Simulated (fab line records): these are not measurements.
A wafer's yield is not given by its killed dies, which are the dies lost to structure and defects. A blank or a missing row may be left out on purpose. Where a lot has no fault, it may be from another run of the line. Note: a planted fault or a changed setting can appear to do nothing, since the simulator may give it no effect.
Chamber matching -- flow n5_finfet -- N5_BEOL_M9_PECVD_70 on pecvd-02 has 3 sister chambers
The step deposits SiO2 from TEOS/O2, target thk 20 nm, time 22.7 s. 6 wafers are shown with their chamber, then 7 later ones without.

== WAFERS WITH THEIR CHAMBER ==
wafer,chamber,throttle_valve_pct (%),showerhead_plenum_p_Torr (Torr)
L082.3,0,22.6,8.73
L086.3,2,22.2,8.71
L086.4,0,22.6,8.75
L086.5,2,22.1,8.75
L087.3,1,23.3,8.81
L087.4,1,23.4,8.81

== WAFERS WITHOUT THEIR CHAMBER ==
wafer,throttle_valve_pct (%),showerhead_plenum_p_Torr (Torr)
L087.5,22.8,8.76
L089.2,23.4,8.82
L089.5,22.4,8.76
L089.6,22.4,8.73
L093.1,22.6,8.72
L093.4,23.3,8.82
L093.5,22.3,8.74

== WHICH CHAMBER EACH ONE RAN IN ==
wafer,from the rows above,in truth
L087.5,0,0
L089.2,1,1
L089.5,can't be placed: 0 or 2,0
L089.6,can't be placed: 0 or 2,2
L093.1,0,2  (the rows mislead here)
L093.4,1,1
L093.5,2,2
Correctly placed: 4 of 7. From these rows, 2 cannot be placed; in 2 the true chamber is one of the candidates. 1 placed wrongly.
How it was worked out, from the rows above alone: a wafer's distance from a chamber is the root of the sum, over the readings, of the square of ((its reading less the chamber's mean) divided by the reading's scatter). If the next closest chamber is less than 2 further off than the closest, the wafer can't be placed; otherwise it belongs to the closest. For every chamber, the mean is computed from those of its wafers that are shown. How the scatter is found: for the shown wafers, subtract from each reading the mean of its chamber, square and add these, divide the total by (wafers less chambers), then take the root.
